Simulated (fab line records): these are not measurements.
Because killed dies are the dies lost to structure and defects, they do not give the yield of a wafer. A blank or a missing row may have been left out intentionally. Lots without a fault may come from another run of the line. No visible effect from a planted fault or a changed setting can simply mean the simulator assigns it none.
Matching of chambers	flow n5_finfet	N5_FIN_SAQP_ETCH_65 on rie_si-01: 3 sister chambers
The step etches SiO2 in CF4, target depth 4 nm, time 4.4 s. 6 wafers are shown with their chamber, then 9 later ones without.

== WAFERS WITH THEIR CHAMBER ==
wafer	chamber	throttle_valve_pct (%)	drypump_motor_current_A (A)
L085.6	1	22.41	5.7
L087.6	2	21.86	6.0
L088.1	0	21.92	5.7
L088.2	2	21.82	5.9
L088.3	1	22.41	5.7
L089.2	0	21.93	5.7

== WAFERS WITHOUT THEIR CHAMBER ==
wafer	throttle_valve_pct (%)	drypump_motor_current_A (A)
L089.4	21.84	5.9
L089.6	21.93	5.7
L090.3	21.94	5.7
L090.5	21.92	5.7
L092.1	21.92	5.7
L092.3	21.84	6.0
L093.1	21.91	5.7
L093.5	22.41	5.7
L093.6	21.83	6.0

== CHAMBER TAKEN BY EACH ==
wafer	from the rows above	in truth
L089.4	2	2
L089.6	0	0
L090.3	0	0
L090.5	0	0
L092.1	0	0
L092.3	2	2
L093.1	0	0
L093.5	1	1
L093.6	2	2
Placed correctly: 9 of 9. Can't be placed from these rows: 0. Number placed wrongly: 0.
How it was worked out, from the rows above alone: a wafer's distance from a chamber is the root of the sum, over the readings, of the square of ((its reading less the chamber's mean) divided by the reading's scatter). If the next closest chamber is less than 2 further off than the closest, the wafer can't be placed; otherwise it belongs to the closest. Each chamber's mean is taken over the wafers shown for it. The scatter is the square root of a quotient: the sum, over the shown wafers, of each reading's squared deviation from its chamber's mean, divided by wafers minus chambers.
